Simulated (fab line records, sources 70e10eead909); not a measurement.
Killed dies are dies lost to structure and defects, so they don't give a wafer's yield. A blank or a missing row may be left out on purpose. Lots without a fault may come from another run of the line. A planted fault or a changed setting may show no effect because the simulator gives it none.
fab line records | flow nand_harc | part 2 of 2: steps 5 to 6 of 6
record lots=21 wafers=63 last_day=33
route steps=1302 shown A_CHANNEL_FILL_D1@507 A_DECK1_JOINT@530 A_CHANNEL_HOLE_D2@584 A_CHANNEL_FILL_D2@629
lots that met no fault: from a run of the same line without faults
start_h: hours from the record's first day to the start of the lot's first wafer shown | wait_h: hours since the lot's step before | " the same as in the row above | L1.1+2: a row that stands for several wafers | - no value, or no start given | * or withheld: withheld | < > ~ a bound
route shown NAME@n: a module of which the file shows steps, and the number in the route of the first | usual: mean/standard deviation of fault-free wafers | same: alike in all rows | chamber/n: place in a boat | sites: the reading at each site | _std_site: their standard deviation | _edge_site: outer sites' mean less inner sites' | radius_mm: how far each site lies from the wafer's centre | mask NAME#n: copy n | behind: the tool/chamber that last shaped the wafer | hold: why the lot was held/for how many hours/how that ended | device: the transistor (n, p or np) that didn't switch | end of line: the same wafers' tests at the end of the route | a step without rows: its recipe alone | killed: dies lost to structure and defects at the first sort, not the wafer's yield | map: a wafer's dies, x killed, . not, _ none there
set.NAME: the setting as run; set.NAME@STEP: as run at that earlier step | model.NAME: the simulator's own value behind a step, which no gauge read
steps of the route over a sample of lots; a table a step, a row a wafer
services: from which hour (start_h, from the record's first day; less than 0 if before it) a tool's chamber was out of use, for how many hours, and why
## steps
# step NHARC_A_CHANNEL_HOLE_D2_ETCH_24
# recipe bias_v=5000 source_w=withheld pressure_mtorr=20 time_s=906.2 ar_flow_sccm=375 c4f8_flow_sccm=93.8 o2_flow_sccm=31.2 temp_c=-20 target_depth_a=15000 chemistry=C4F8/O2/Ar
# usual drypump_motor_current_A=5.4/0.6 o2_flow_sccm=31.19/0.085 showerhead_plenum_p_Torr=3.69/0.097 throttle_valve_pct=32.235/0.0091
# columns lot.wafer tool chamber start_h wait_h drypump_motor_current_A o2_flow_sccm rf_hours_counter_h showerhead_plenum_p_Torr throttle_valve_pct
L074.2 har_etch-02 1 299.13 0.6 5.2 31.14 342 3.74 32.235
L074.1 " 0 " " 6.4 31.29 365 3.59 32.234
L074.6 " 1 " " 5.3 31.18 - 3.74 32.225
L075.2 har_etch-01 0 299.81 0.6 4.7 31.27 159 3.69 32.236
L075.3 " 1 " " 5.4 31.22 - 3.69 32.229
L075.4 " 0 " " 4.7 31.15 - 3.69 32.229
L076.2 har_etch-01 1 308.64 0.6 5.4 31.29 167 3.68 32.229
L076.1 " 0 " " 4.8 31.06 167 3.68 32.239
L076.5 " 1 " " 5.5 31.25 - 3.68 32.242
L077.2 har_etch-02 1 322.74 0.6 5.2 31.22 354 3.73 32.242
L077.4 " 1 " " 5.2 31.28 - 3.73 32.220
L077.6 " 1 " " 5.2 31.14 - 3.73 32.246
L078.2 har_etch-02 1 335.14 0.6 5.2 31.34 365 3.72 32.250
L078.3 " 1 " " 5.2 31.45 - 3.72 32.229
L078.6 " 1 " " 5.2 31.34 - 3.72 32.236
L079.1 har_etch-01 0 337.61 0.6 4.7 31.25 182 3.67 32.247
L079.2 " 1 " " 5.4 31.08 182 3.67 32.242
L079.5 " 1 " " 5.5 31.20 - 3.67 32.240
L081.1 har_etch-01 0 356.74 0.6 4.7 31.10 189 3.67 32.243
L081.3 " 1 " " 5.4 31.12 - 3.67 32.227
L081.6 " 0 " " 4.8 31.24 - 3.67 32.232
L080.3 har_etch-02 1 359.10 0.6 5.2 31.19 - 3.72 32.218
L080.5 " 1 " " 5.2 31.10 - 3.72 32.233
L080.6 " 0 " " 6.4 31.10 - 3.57 32.229
L082.1 har_etch-01 0 388.67 0.6 4.7 31.06 212 3.66 32.240
L082.3 " 0 " " 4.7 31.07 - 3.66 32.245
L082.5 " 0 " " 4.7 31.14 - 3.66 32.228
L083.2 har_etch-01 0 392.70 0.6 4.7 31.24 216 3.66 32.244
L083.1 " 1 " " 5.4 31.14 216 3.66 32.241
L083.5 " 1 " " 5.4 31.11 - 3.66 32.219
L084.3 har_etch-02 1 397.64 0.6 5.2 31.21 - 3.71 32.234
L084.5 " 1 " " 5.2 31.09 - 3.71 32.233
L084.6 " 0 " " 6.4 31.09 - 3.93 32.229
L086.2 har_etch-02 1 422.75 0.6 5.2 31.07 14 3.70 32.230
L086.3 " 1 " " 5.2 31.26 - 3.70 32.227
L086.6 " 1 " " 5.2 31.24 - 3.70 32.235
L087.1 har_etch-02 0 435.55 0.6 6.4 31.22 21 3.92 32.246
L087.6 " 0 " " 6.4 31.20 - 3.92 32.236
L087.5 " 1 " " 5.2 31.15 - 3.70 32.242
L088.4 har_etch-01 1 435.98 0.6 5.5 31.29 - 3.64 32.253
L088.6 " 1 " " 5.4 31.25 - 3.64 32.246
L088.5 " 0 " " 4.7 31.05 - 3.64 32.245
L089.1 har_etch-02 1 439.71 0.6 5.2 31.30 25 3.70 32.247
L089.3 " 1 " " 5.2 31.11 - 3.70 32.207
L089.4 " 0 " " 6.4 31.20 - 3.91 32.238
L090.2 har_etch-01 0 451.82 0.6 4.7 31.26 250 3.64 32.240
L090.3 " 1 " " 5.5 31.25 - 3.64 32.222
L090.6 " 1 " " 5.5 31.14 - 3.64 32.231
L091.2 har_etch-01 1 468.72 0.6 5.4 31.18 262 3.63 32.239
L091.3 " 1 " " 5.5 31.12 - 3.63 32.227
L091.6 " 1 " " 5.5 31.12 - 3.63 32.226
L092.1 har_etch-01 1 479.93 0.6 5.4 31.10 269 3.63 32.221
L092.6 " 0 " " 4.7 31.29 - 3.63 32.227
L092.5 " 1 " " 5.5 31.12 - 3.63 32.240
L094.1 har_etch-02 1 491.03 0.6 5.2 31.18 56 3.68 32.238
L094.3 " 1 " " 5.2 31.18 - 3.68 32.232
L094.6 " 1 " " 5.2 31.24 - 3.68 32.231
L095.1 har_etch-02 1 509.60 0.6 5.2 31.21 67 3.67 32.240
L095.4 " 0 " " 6.4 31.37 - 3.89 32.228
L095.5 " 0 " " 6.4 31.13 - 3.89 32.236
L096.1 har_etch-01 1 517.54 0.6 5.5 31.14 292 3.62 32.226
L096.3 " 0 " " 4.8 31.21 - 3.62 32.257
L096.4 " 1 " " 5.4 31.16 - 3.62 32.248
# step NHARC_A_CHANNEL_FILL_D2_STRIP_29
# recipe time_s=20 o2_flow_sccm=500 ar_flow_sccm=0 bias_w=0 chemistry=O2
# usual drypump_motor_current_A=5.8/0.36 o2_flow_sccm=499.9/1.4 oes_product_au=1.001/0.01 rf_vpp_V=57.8/0.94 showerhead_plenum_p_Torr=3.54/0.13 throttle_valve_pct=17.035/0.0094
# same bias_w=0
# columns lot.wafer tool chamber start_h wait_h drypump_motor_current_A o2_flow_sccm oes_product_au rf_hours_counter_h rf_vpp_V showerhead_plenum_p_Torr throttle_valve_pct
L074.1 rie_diel-08 3 - - 6.2 499.8 0.991 3 58.5 3.64 17.039
L074.2 " 0 " " 6.3 500.4 1.003 3 57.9 3.58 17.038
L074.6 " 3 " " 6.2 498.9 0.990 - 57.3 3.64 17.047
L075.3 rie_diel-10 1 - - 5.8 498.2 1.001 4 57.9 3.79 17.048
L075.4 " 2 " " 5.9 497.5 1.004 4 58.1 3.40 17.035
L075.2 " 3 " " 6.0 500.4 1.020 4 57.2 3.44 17.040
L076.2 rie_diel-08 1 - - 6.1 498.0 0.985 3 58.2 3.42 17.028
L076.1 " 3 " " 6.2 500.7 0.999 4 60.3 3.64 17.047
L076.5 " 0 " " 6.3 500.4 1.012 - 57.8 3.58 17.058
L077.2 rie_diel-04 1 368.36 0.2 5.2 503.0 0.990 0 58.2 3.35 17.046
L077.4 " 2 " " 5.7 499.6 1.009 - 57.0 3.51 17.028
L077.6 " 0 " " 5.5 500.4 1.012 - 57.2 3.45 17.020
L079.2 rie_diel-08 1 380.72 0.1 6.1 498.8 0.988 0 56.8 3.42 17.012
L079.1 " 2 " " 5.1 499.6 0.997 0 56.8 3.55 17.023
L079.5 " 3 " " 6.2 501.9 1.004 - 58.8 3.64 17.040
L078.3 rie_diel-10 2 - - 5.9 499.1 1.002 5 57.3 3.40 17.035
L078.2 " 3 " " 6.1 498.1 0.999 5 57.1 3.44 17.041
L078.6 " 2 " " 5.9 498.9 1.006 - 57.2 3.40 17.029
L080.3 rie_diel-10 3 - - 6.0 500.3 1.010 6 57.2 3.44 17.025
L080.5 " 0 " " 5.8 498.4 0.987 - 57.2 3.68 17.027
L080.6 " 1 " " 5.8 498.6 0.992 - 58.2 3.79 17.030
L081.3 rie_diel-08 1 - - 6.1 500.2 0.978 1 58.4 3.42 17.039
L081.1 " 2 " " 5.1 502.4 1.002 1 59.1 3.56 17.055
L081.6 " 0 " " 6.2 499.0 1.002 - 57.9 3.58 17.050
L083.1 rie_diel-10 2 - - 5.9 504.7 1.006 0 58.2 3.40 17.028
L083.2 " 3 " " 6.0 499.7 0.994 0 56.7 3.44 17.036
L083.5 " 0 " " 5.8 498.9 1.000 - 58.0 3.68 17.034
L082.1 rie_diel-08 0 - - 6.3 499.9 1.007 1 56.7 3.58 17.033
L082.3 " 3 " " 6.2 498.6 1.005 1 58.6 3.64 17.041
L082.5 " 1 " " 6.1 499.4 1.000 - 58.9 3.42 17.042
L084.3 rie_diel-08 2 - - 5.1 501.3 0.998 2 58.3 3.55 17.021
L084.6 " 2 " " 5.1 500.4 1.006 - 58.5 3.55 17.023
L084.5 " 3 " " 6.2 498.8 0.989 - 57.9 3.64 17.018
L086.3 rie_diel-08 3 - - 6.2 499.5 1.011 2 56.4 3.64 17.041
L086.2 " 0 " " 6.2 500.8 0.991 2 56.9 3.58 17.034
L086.6 " 3 " " 6.2 498.7 0.996 - 59.5 3.64 17.026
L088.4 rie_diel-10 2 - - 5.9 499.0 0.984 1 58.0 3.40 17.045
L088.6 " 1 " " 5.8 498.7 0.998 - 58.4 3.79 17.042
L088.5 " 2 " " 5.9 500.2 0.993 - 57.5 3.40 17.054
L089.3 rie_diel-04 3 - - 5.7 499.4 0.996 19 56.4 3.51 17.033
L089.4 " 1 " " 5.2 500.7 1.004 19 58.2 3.34 17.018
L089.1 " 2 " " 5.7 499.8 1.014 20 57.8 3.50 17.047
L087.1 rie_diel-04 1 - - 5.2 502.2 1.002 19 58.7 3.34 17.032
L087.5 " 1 " " 5.2 502.6 0.999 - 57.5 3.34 17.038
L087.6 " 2 " " 5.7 499.2 1.014 - 57.3 3.49 17.032
L090.3 rie_diel-10 3 - - 6.0 499.1 1.021 1 56.0 3.44 17.025
L090.2 " 1 " " 5.8 498.5 1.012 1 59.6 3.79 17.028
L090.6 " 3 " " 6.0 500.5 1.007 - 57.4 3.44 17.033
L091.2 rie_diel-10 2 - - 5.9 498.7 0.994 2 57.6 3.40 17.020
L091.3 " 1 " " 5.8 498.0 1.012 2 59.9 3.79 17.047
L091.6 " 2 " " 5.9 499.6 0.999 - 57.9 3.40 17.038
L092.1 rie_diel-10 1 - - 5.8 496.9 1.003 2 58.3 3.79 17.041
L092.6 " 0 " " 5.8 502.3 1.011 - 57.5 3.68 17.027
L092.5 " 1 " " 5.8 500.1 1.013 - 59.7 3.79 17.026
L094.1 rie_diel-10 0 - - 5.8 499.2 0.996 2 56.5 3.68 17.031
L094.3 " 1 " " 5.8 501.6 1.012 2 58.1 3.79 17.041
L094.6 " 0 " " 5.8 500.4 1.008 - 57.4 3.68 17.034
L095.1 rie_diel-08 3 - - 6.2 498.9 1.005 0 57.9 3.64 17.040
L095.4 " 0 " " 6.3 501.0 1.006 0 58.8 3.58 17.038
L095.5 " 2 " " 5.1 498.0 0.992 - 56.5 3.55 17.045
L096.3 rie_diel-08 0 - - 6.3 500.1 0.993 0 58.2 3.58 17.023
L096.1 " 1 " " 6.1 498.0 1.011 0 57.0 3.42 17.062
L096.4 " 2 " " 5.1 499.6 0.999 0 57.7 3.55 17.037
## services
# columns tool chamber start_h hours kind
rie_diel-08 3 211.20 6.9 repair
rie_diel-05 - 229.63 9.0 pm
har_etch-01 - 240.63 3.7 repair
rie_diel-10 - 242.59 9.0 pm
ald_hk-01 - 251.76 0.4 repair
rie_si-05 - 302.72 0.8 repair
ald_hk-01 - 303.25 10.0 pm
rie_si-05 - 305.00 9.0 pm
rie_diel-10 0 312.85 10.2 repair
har_etch-02 - 320.03 0.0 repair
ald_hk-01 - 361.96 0.6 repair
rie_diel-08 - 367.85 9.0 pm
har_etch-02 - 378.25 17.0 pm
rie_diel-05 3 383.23 6.0 repair
rie_diel-10 - 406.16 0.1 repair
rie_diel-05 - 406.63 9.0 pm
rie_si-05 0 426.79 13.7 repair
har_etch-01 - 427.78 1.1 repair
rie_diel-05 1 433.88 5.0 repair
rie_si-05 2 478.32 8.7 repair
rie_si-05 - 482.00 9.0 pm
rie_si-05 - 504.86 0.6 repair
har_etch-02 - 531.76 3.6 repair
rie_si-05 3 543.65 7.8 repair
